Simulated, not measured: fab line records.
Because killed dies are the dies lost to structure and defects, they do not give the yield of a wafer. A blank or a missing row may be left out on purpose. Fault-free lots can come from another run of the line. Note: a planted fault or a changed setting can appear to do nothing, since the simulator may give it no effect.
Matching of chambers / flow n5 finfet / N5_GATE_CUT_STRIP_42 on rie diel-06 has 4 sister chambers
The step strips in O2. 4 wafers are shown with their chamber, then 10 later ones without.

## EACH WAFER AND ITS CHAMBER
wafer=L085.2; chamber=0; drypump motor current A (A)=5.6
wafer=L087.4; chamber=3; drypump motor current A (A)=6.1
wafer=L088.2; chamber=1; drypump motor current A (A)=5.5
wafer=L088.5; chamber=2; drypump motor current A (A)=4.8

## WAFERS MISSING THEIR CHAMBER
wafer=L088.6; drypump motor current A (A)=5.5
wafer=L091.1; drypump motor current A (A)=5.6
wafer=L091.3; drypump motor current A (A)=6.1
wafer=L091.5; drypump motor current A (A)=4.8
wafer=L095.1; drypump motor current A (A)=5.6
wafer=L095.2; drypump motor current A (A)=5.6
wafer=L095.4; drypump motor current A (A)=6.2
wafer=L097.1; drypump motor current A (A)=6.1
wafer=L097.3; drypump motor current A (A)=4.8
wafer=L097.5; drypump motor current A (A)=5.6

## CHAMBER TAKEN BY EACH
wafer=L088.6; from the rows above=1; in truth=1
wafer=L091.1; from the rows above=0; in truth=0
wafer=L091.3; from the rows above=3; in truth=3
wafer=L091.5; from the rows above=2; in truth=2
wafer=L095.1; from the rows above=0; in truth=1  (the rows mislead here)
wafer=L095.2; from the rows above=0; in truth=0
wafer=L095.4; from the rows above=3; in truth=3
wafer=L097.1; from the rows above=3; in truth=3
wafer=L097.3; from the rows above=2; in truth=2
wafer=L097.5; from the rows above=0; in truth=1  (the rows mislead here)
8 of 10 placed correctly. From these rows, 0 cannot be placed. Number placed wrongly: 2.
How it was worked out, from the rows above alone: a wafer's distance from a chamber is the root of the sum, over the readings, of the square of ((its reading less the chamber's mean) divided by the reading's scatter). If the next closest chamber is less than 2 further off than the closest, the wafer can't be placed; otherwise it belongs to the closest. For every chamber, the mean is computed from those of its wafers that are shown. The scatter (one wafer shown for each chamber): square how far every hidden wafer sits from the nearest shown wafer, average those squares and take the square root.
